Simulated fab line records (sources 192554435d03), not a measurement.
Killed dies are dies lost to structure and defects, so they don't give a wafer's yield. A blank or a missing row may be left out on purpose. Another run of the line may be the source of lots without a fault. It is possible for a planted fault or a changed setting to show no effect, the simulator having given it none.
Chamber matching + flow n5_finfet + N5_BEOL_M0_CUTY_DESCUM_61 on rie_diel-01: 4 sister chambers
The step chemistry O2, time 7.9 s. 16 wafers are shown with their chamber, then 8 later ones without.

== WAFERS PAIRED WITH THEIR CHAMBERS ==
| wafer  | chamber | drypump_motor_current_A (A) | throttle_valve_pct (%) | oes_product_au (a.u.) |
|--------|---------|-----------------------------|------------------------|-----------------------|
| L076.1 | 2       | 4.9                         | 20.78                  | 0.73                  |
| L076.3 | 0       | 6.4                         | 20.15                  | 0.82                  |
| L076.6 | 2       | 4.9                         | 20.76                  | 0.73                  |
| L075.2 | 0       | 6.4                         | 20.16                  | 0.83                  |
| L075.4 | 3       | 5.4                         | 20.29                  | 0.73                  |
| L075.6 | 0       | 6.3                         | 20.15                  | 0.83                  |
| L079.3 | 0       | 6.4                         | 20.15                  | 0.82                  |
| L079.4 | 2       | 5.0                         | 20.76                  | 0.73                  |
| L079.6 | 2       | 4.9                         | 20.77                  | 0.72                  |
| L081.2 | 3       | 5.4                         | 20.30                  | 0.73                  |
| L081.3 | 2       | 4.9                         | 20.77                  | 0.73                  |
| L081.5 | 1       | 5.2                         | 20.49                  | 0.88                  |
| L085.2 | 2       | 4.9                         | 20.80                  | 0.72                  |
| L085.3 | 0       | 6.4                         | 20.19                  | 0.81                  |
| L085.6 | 1       | 5.2                         | 20.50                  | 0.86                  |
| L087.1 | 3       | 5.4                         | 20.34                  | 0.71                  |

SIGNATURES (means of the wafers above)
| reading                 | chamber 0 | chamber 1 | chamber 2 | chamber 3 | scatter within a chamber |
|-------------------------|-----------|-----------|-----------|-----------|--------------------------|
| drypump_motor_current_A | 6.380     | 5.200     | 4.917     | 5.400     | 0.0369                   |
| throttle_valve_pct      | 20.1600   | 20.4950   | 20.7733   | 20.3100   | 0.0178                   |
| oes_product_au          | 0.8220    | 0.8700    | 0.7267    | 0.7233    | 0.00856                  |
Rule: a wafer's distance from a chamber is the root of the sum, over the readings, of the square of ((its reading less the chamber's mean) divided by the reading's scatter). If the next closest chamber is less than 2 further off than the closest, the wafer can't be placed; otherwise it belongs to the closest. The scatter is the square root of a quotient: the sum, over the shown wafers, of each reading's squared deviation from its chamber's mean, divided by wafers minus chambers.

== WAFERS WITHOUT THEIR CHAMBER ==
| wafer  | drypump_motor_current_A (A) | throttle_valve_pct (%) | oes_product_au (a.u.) |
|--------|-----------------------------|------------------------|-----------------------|
| L087.3 | 5.3                         | 20.51                  | 0.85                  |
| L087.6 | 4.9                         | 20.80                  | 0.72                  |
| L090.1 | 4.9                         | 20.81                  | 0.70                  |
| L090.4 | 6.4                         | 20.19                  | 0.80                  |
| L090.5 | 5.3                         | 20.33                  | 0.70                  |
| L092.3 | 5.3                         | 20.35                  | 0.70                  |
| L092.4 | 6.3                         | 20.20                  | 0.80                  |
| L092.6 | 6.3                         | 20.19                  | 0.79                  |

== WHICH CHAMBER EACH ONE RAN IN ==
| wafer  | from the rows above | in truth |
|--------|---------------------|----------|
| L087.3 | 1                   | 1        |
| L087.6 | 2                   | 2        |
| L090.1 | 2                   | 2        |
| L090.4 | 0                   | 0        |
| L090.5 | 3                   | 3        |
| L092.3 | 3                   | 3        |
| L092.4 | 0                   | 0        |
| L092.6 | 0                   | 0        |
Placed correctly: 8 of 8. Can't be placed from these rows: 0. 0 placed wrongly.
